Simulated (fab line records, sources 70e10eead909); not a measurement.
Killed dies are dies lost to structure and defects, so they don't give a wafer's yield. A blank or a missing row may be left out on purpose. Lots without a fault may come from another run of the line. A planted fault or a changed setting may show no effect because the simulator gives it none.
fab line records | flow nand_harc
record lots=11 wafers=33 last_day=33
route steps=1302 shown P_ZERO_WELL@56 P_STI@89 P_GATE@157
lots that met no fault: from a run of the same line without faults
start_h: hours from the record's first day to the start of the lot's first wafer shown | wait_h: hours since the lot's step before | " the same as in the row above | L1.1+2: a row that stands for several wafers | - no value, or no start given | * or withheld: withheld | < > ~ a bound
route shown NAME@n: a module of which the file shows steps, and the number in the route of the first | usual: mean/standard deviation of fault-free wafers | same: alike in all rows | chamber/n: place in a boat | sites: the reading at each site | _std_site: their standard deviation | _edge_site: outer sites' mean less inner sites' | radius_mm: how far each site lies from the wafer's centre | mask NAME#n: copy n | behind: the tool/chamber that last shaped the wafer | hold: why the lot was held/for how many hours/how that ended | device: the transistor (n, p or np) that didn't switch | end of line: the same wafers' tests at the end of the route | a step without rows: its recipe alone | killed: dies lost to structure and defects at the first sort, not the wafer's yield | map: a wafer's dies, x killed, . not, _ none there
set.NAME: the setting as run; set.NAME@STEP: as run at that earlier step | model.NAME: the simulator's own value behind a step, which no gauge read
steps of the route over a sample of lots; a table a step, a row a wafer
services: from which hour (start_h, from the record's first day; less than 0 if before it) a tool's chamber was out of use, for how many hours, and why
## steps
# step NHARC_P_ZERO_WELL_EXPOSE_49
# recipe na=0.6 target_cd_nm=2000 dose_mj=22.64 mask_id=P_HVPW
# usual stage_vel_mm_s=499.98/0.27
# columns lot.wafer tool chamber start_h wait_h mask stage_vel_mm_s
L123.3 krf_scanner-03 0 45.37 - P_HVPW#0 500.26
L123.4 " 0 " " P_HVPW#0 500.23
L123.5 " 0 " " P_HVPW#0 500.17
L124.2 krf_scanner-02 0 55.53 - P_HVPW#0 499.81
L124.3 " 0 " " P_HVPW#0 499.55
L124.5 " 0 " " P_HVPW#0 499.80
L129.3 krf_scanner-04 0 105.49 - P_HVPW#0 499.56
L129.4 " 0 " " P_HVPW#0 499.86
L129.5 " 0 " " P_HVPW#0 499.73
L130.2 krf_scanner-04 0 115.46 - P_HVPW#0 500.12
L130.4 " 0 " " P_HVPW#0 500.07
L130.6 " 0 " " P_HVPW#0 500.04
L131.2 krf_scanner-02 0 125.33 - P_HVPW#0 499.82
L131.4 " 0 " " P_HVPW#0 499.92
L131.6 " 0 " " P_HVPW#0 499.73
L133.3 krf_scanner-02 0 145.59 - P_HVPW#0 500.40
L133.4 " 0 " " P_HVPW#0 500.44
L133.6 " 0 " " P_HVPW#0 500.21
L135.1 krf_scanner-04 0 165.48 - P_HVPW_R1#0 499.76
L135.4 " 0 " " P_HVPW_R1#0 499.31
L135.5 " 0 " " P_HVPW_R1#0 499.93
L140.3 krf_scanner-03 0 215.80 - P_HVPW#0 500.11
L140.4 " 0 " " P_HVPW#0 500.44
L140.5 " 0 " " P_HVPW#0 500.25
L142.2 krf_scanner-02 0 235.50 - P_HVPW#0 499.87
L142.3 " 0 " " P_HVPW#0 500.07
L142.5 " 0 " " P_HVPW#0 500.17
L143.3 krf_scanner-03 0 245.66 - P_HVPW#0 499.38
L143.5 " 0 " " P_HVPW#0 500.17
L143.6 " 0 " " P_HVPW#0 499.67
L144.3 krf_scanner-04 0 255.66 - P_HVPW#0 499.58
L144.4 " 0 " " P_HVPW#0 499.87
L144.6 " 0 " " P_HVPW#0 499.90
# step NHARC_P_ZERO_WELL_CD_MEAS_52
# recipe target_cd_nm=2000 landing_energy_ev=500
# usual cd_nm=1998.8/1.3
# columns lot.wafer tool chamber start_h wait_h cd_nm
L123.3 cd_sem-02 0 45.52 - 1998.5
L123.4 " 0 " " 1999.3
L123.5 " 0 " " 1997.8
L124.2 cd_sem-02 0 55.68 - 1999.3
L124.3 " 0 " " 1997.4
L124.5 " 0 " " 1997.8
L129.3 cd_sem-01 0 105.64 - 1997.5
L129.4 " 0 " " 1999.1
L129.5 " 0 " " 2000.8
L130.2 cd_sem-03 0 115.61 - 1996.7
L130.4 " 0 " " 1997.2
L130.6 " 0 " " 1995.4
L131.2 cd_sem-03 0 125.49 - 1997.7
L131.4 " 0 " " 1999.2
L131.6 " 0 " " 1997.3
L133.3 cd_sem-01 0 145.75 - 1997.4
L133.4 " 0 " " 1998.0
L133.6 " 0 " " 1997.9
L135.1 cd_sem-02 0 165.64 - 1929.1
L135.4 " 0 " " 1926.5
L135.5 " 0 " " 1929.9
L140.3 cd_sem-01 0 215.95 - 1997.7
L140.4 " 0 " " 1999.5
L140.5 " 0 " " 2000.8
L142.2 cd_sem-01 0 235.65 - 1996.9
L142.3 " 0 " " 1997.6
L142.5 " 0 " " 1998.0
L143.3 cd_sem-02 0 245.81 - 2000.3
L143.5 " 0 " " 1999.0
L143.6 " 0 " " 1996.9
L144.3 cd_sem-03 0 255.81 - 1997.3
L144.4 " 0 " " 2000.1
L144.6 " 0 " " 1998.8
# step NHARC_P_ZERO_WELL_RTA_42
# recipe temp_c=1100 time_s=300
# usual lamp_power_pct=41/3.8 wafer_temp_C_max=1105.7/1.5
# columns lot.wafer tool chamber start_h wait_h lamp_power_pct wafer_temp_C_max
L123.3 rtp_anneal-02 0 46.87 - 44 1104.6
L123.4 " 0 " " 44 1107.2
L123.5 " 0 " " 44 1106.9
L124.2 rtp_anneal-02 0 56.92 - 44 1106.3
L124.3 " 0 " " 44 1104.6
L124.5 " 0 " " 44 1106.2
L129.3 rtp_anneal-01 0 106.99 - 36 1105.2
L129.4 " 0 " " 36 1104.0
L129.5 " 0 " " 36 1103.5
L130.2 rtp_anneal-02 0 116.94 - 44 1105.2
L130.4 " 0 " " 44 1105.1
L130.6 " 0 " " 44 1109.4
L131.2 rtp_anneal-02 0 126.75 - 44 1107.4
L131.4 " 0 " " 44 1108.1
L131.6 " 0 " " 44 1107.2
L133.3 rtp_anneal-01 0 147.09 - 36 1106.2
L133.4 " 0 " " 36 1102.5
L133.6 " 0 " " 36 1103.6
L135.1 rtp_anneal-01 0 166.77 - 36 1106.4
L135.4 " 0 " " 36 1104.9
L135.5 " 0 " " 36 1103.8
L140.3 rtp_anneal-01 0 217.29 - 36 1105.2
L140.4 " 0 " " 36 1103.6
L140.5 " 0 " " 36 1103.7
L142.2 rtp_anneal-02 0 236.99 - 44 1106.5
L142.3 " 0 " " 44 1106.1
L142.5 " 0 " " 44 1105.8
L143.3 rtp_anneal-02 0 247.16 - 44 1107.8
L143.5 " 0 " " 44 1106.3
L143.6 " 0 " " 44 1105.8
L144.3 rtp_anneal-01 0 257.15 - 36 1107.3
L144.4 " 0 " " 36 1105.3
L144.6 " 0 " " 36 1105.5
# step NHARC_P_STI_ETCH_31
# recipe target_depth_a=1089 time_s=54.5 cf4_flow_sccm=100 chf3_flow_sccm=30 ar_flow_sccm=0 rf_w=500 bias_w=200 chemistry=CF4/CHF3
# usual drypump_motor_current_A=5.57/0.27 oes_product_au=0.966/0.019 rf_vpp_V=370.9/2.1 showerhead_plenum_p_Torr=1.58/0.063 throttle_valve_pct=16.802/0.0092
# columns lot.wafer tool chamber start_h wait_h drypump_motor_current_A oes_product_au rf_hours_counter_h rf_vpp_V showerhead_plenum_p_Torr throttle_valve_pct
L123.4 rie_diel-10 2 - - 5.51 0.969 9 369.8 1.55 16.793
L123.3 " 0 " " 5.08 0.976 8 368.3 1.51 16.821
L123.5 " 1 " " 5.59 0.971 - 373.6 1.69 16.810
L124.3 rie_diel-05 0 - - 5.50 0.969 1 369.2 1.55 16.811
L124.2 " 2 " " 5.85 0.967 1 368.0 1.49 16.804
L124.5 " 3 " " 5.46 0.980 - 369.4 1.54 16.796
L129.4 rie_diel-05 2 - - 5.83 0.973 4 367.2 1.49 16.802
L129.3 " 0 " " 5.49 0.973 5 369.7 1.55 16.792
L129.5 " 1 " " 5.97 0.960 - 369.4 1.53 16.802
L130.2 rie_diel-05 3 - - 5.46 0.984 5 369.3 1.54 16.797
L130.4 " 1 " " 5.99 0.977 5 369.3 1.53 16.803
L130.6 " 0 " " 5.50 0.967 - 370.8 1.55 16.813
L131.2 rie_diel-10 0 - - 5.07 0.973 3 367.8 1.51 16.814
L131.4 " 1 " " 5.61 0.977 3 373.4 1.69 16.793
L131.6 " 0 " " 5.07 0.971 - 368.9 1.51 16.789
L133.3 rie_diel-10 1 - - 5.59 0.984 4 375.2 1.69 16.803
L133.4 " 2 " " 5.50 0.972 4 370.0 1.55 16.800
L133.6 " 0 " " 5.06 0.976 - 369.6 1.51 16.822
L135.4 rie_diel-10 2 - - 5.53 0.962 5 369.8 1.55 16.801
L135.1 " 3 " " 5.66 0.972 5 370.7 1.57 16.807
L135.5 " 1 " " 5.58 0.995 - 373.6 1.69 16.796
L140.3 rie_diel-11 2 - - 5.22 0.936 13 372.5 1.64 16.795
L140.4 " 1 " " 5.98 0.950 14 373.5 1.65 16.805
L140.5 " 3 " " 5.95 0.945 - 374.5 1.65 16.801
L142.2 rie_diel-05 1 - - 5.98 0.978 1 370.4 1.53 16.809
L142.3 " 3 " " 5.44 0.984 1 368.3 1.53 16.800
L142.5 " 1 " " 5.98 0.975 - 370.0 1.53 16.821
L143.3 rie_diel-10 2 - - 5.48 0.952 1 372.7 1.55 16.794
L143.5 " 1 " " 5.59 0.951 - 373.4 1.69 16.812
L143.6 " 2 " " 5.47 0.959 - 370.5 1.55 16.807
L144.4 rie_diel-10 1 - - 5.61 0.976 1 374.3 1.69 16.790
L144.3 " 3 " " 5.63 0.973 1 370.6 1.57 16.807
L144.6 " 2 " " 5.49 0.965 - 369.3 1.55 16.796
# step NHARC_P_GATE_STRIP_101
# recipe time_s=20 o2_flow_sccm=500 ar_flow_sccm=0 bias_w=0 chemistry=O2
# usual drypump_motor_current_A=5.9/0.52 oes_product_au=1.002/0.011 rf_vpp_V=57.8/0.85 showerhead_plenum_p_Torr=3.50/0.13 throttle_valve_pct=17.036/0.0097
# columns lot.wafer tool chamber start_h wait_h drypump_motor_current_A oes_product_au rf_hours_counter_h rf_vpp_V showerhead_plenum_p_Torr throttle_valve_pct
L123.4 rie_diel-09 3 123.47 0.1 6.1 0.990 5 57.2 3.42 17.035
L123.3 " 0 " " 6.6 1.004 5 56.5 3.34 17.039
L123.5 " 1 " " 4.9 1.010 - 58.4 3.68 17.030
L124.3 rie_diel-03 0 136.72 0.1 6.0 1.011 0 58.7 3.46 17.039
L124.2 " 1 " " 5.5 0.983 1 56.8 3.48 17.038
L124.5 " 3 " " 5.8 1.011 - 58.8 3.56 17.024
L129.4 rie_diel-01 3 187.23 0.1 6.4 1.034 11 57.4 3.48 17.049
L129.3 " 1 " " 5.4 1.005 12 56.3 3.32 17.046
L129.5 " 3 " " 6.5 1.024 - 56.8 3.48 17.023
L130.4 rie_diel-09 2 196.57 0.1 5.8 1.002 2 58.5 3.73 17.026
L130.2 " 0 " " 6.6 1.012 2 58.0 3.34 17.037
L130.6 " 1 " " 4.9 0.996 - 57.9 3.68 17.041
L131.2 rie_diel-09 1 212.96 0.1 4.9 1.004 3 59.7 3.68 17.042
L131.4 " 3 " " 6.1 0.996 3 57.6 3.42 17.041
L131.6 " 2 " " 5.8 0.987 - 58.5 3.73 17.048
L133.4 rie_diel-09 1 223.78 0.1 5.0 1.009 4 59.5 3.68 17.028
L133.3 " 3 " " 6.1 1.000 3 55.9 3.42 17.022
L133.6 " 2 " " 5.8 1.010 - 57.9 3.73 17.046
L135.4 rie_diel-01 3 255.80 0.1 6.5 0.996 2 57.5 3.47 17.044
L135.1 " 1 " " 5.4 1.000 2 57.3 3.32 17.022
L135.5 " 3 " " 6.5 0.990 - 57.3 3.47 17.038
L140.4 rie_diel-01 1 296.91 0.1 5.4 1.010 3 57.7 3.32 17.043
L140.3 " 2 " " 5.9 0.999 3 56.4 3.58 17.036
L140.5 " 1 " " 5.4 0.998 - 57.9 3.32 17.035
L142.3 rie_diel-09 0 316.54 0.1 6.6 0.997 11 58.0 3.34 17.033
L142.2 " 2 " " 5.8 0.989 11 58.7 3.73 17.046
L142.5 " 3 " " 6.1 0.994 - 57.3 3.42 17.038
L143.3 rie_diel-03 1 330.85 0.1 5.5 0.996 2 58.5 3.48 17.032
L143.5 " 0 " " 6.0 1.013 - 58.3 3.46 17.029
L143.6 " 1 " " 5.5 1.002 - 59.1 3.48 17.034
L144.3 rie_diel-03 3 335.43 0.1 5.8 1.007 2 57.4 3.56 17.039
L144.4 " 0 " " 6.0 0.996 1 58.7 3.46 17.026
L144.6 " 0 " " 6.0 1.000 - 57.6 3.46 17.047
## services
# columns tool chamber start_h hours kind
rie_diel-09 3 27.25 15.9 repair
rie_diel-10 3 27.67 6.0 repair
rie_diel-10 1 29.36 1.6 repair
rie_diel-05 3 30.46 6.3 repair
rie_diel-09 3 50.72 3.6 repair
rie_diel-05 - 52.60 9.0 pm
rie_diel-10 - 65.56 9.0 pm
rie_diel-09 3 73.30 7.2 repair
rie_diel-05 3 83.33 3.7 repair
krf_scanner-02 - 94.00 4.0 pm
rie_diel-10 1 95.70 4.4 repair
rie_diel-05 1 105.59 5.0 repair
rie_diel-09 - 143.10 9.0 pm
rie_diel-10 - 166.31 1.8 repair
krf_scanner-04 - 167.86 0.7 repair
rie_diel-05 3 181.03 4.7 repair
krf_scanner-04 - 182.00 4.0 pm
rie_diel-10 0 227.15 1.7 repair
rie_diel-05 - 229.60 9.0 pm
rie_diel-10 2 232.25 6.5 repair
rie_diel-10 - 242.56 9.0 pm
krf_scanner-02 - 266.00 4.0 pm
rie_diel-10 1 296.63 9.2 repair
rie_diel-09 - 320.10 9.0 pm
## key
first_sign step=NHARC_P_ZERO_WELL_EXPOSE_49 reading=mask direction=changed
effect step=NHARC_P_ZERO_WELL_CD_MEAS_52 reading=cd_nm direction=down sigmas=54 usual=1998.8 struck=1928.5
met_at NHARC_P_ZERO_WELL_EXPOSE_49
struck_lots L135
tester_left_out L135
not_acting_at NHARC_P_ZERO_WELL_RTA_42,NHARC_P_STI_ETCH_31,NHARC_P_GATE_STRIP_101
onset_between 115.46 165.48
fault kind=wrong_mask tool=any chamber=- onset_h=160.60 steps=NHARC_P_ZERO_WELL_EXPOSE_49 aux_copy=P_HVPW_R1#0 cd_offset_nm=-70.387 scope=struck_lots_only
# tester_left_out: of these lots the tester's yield and bins aren't shown, on N5 and GAA mostly nor the transistor test; their killed dies are dies lost to structure and defects alone, not to doping, threshold or leakage, so they don't give the yield
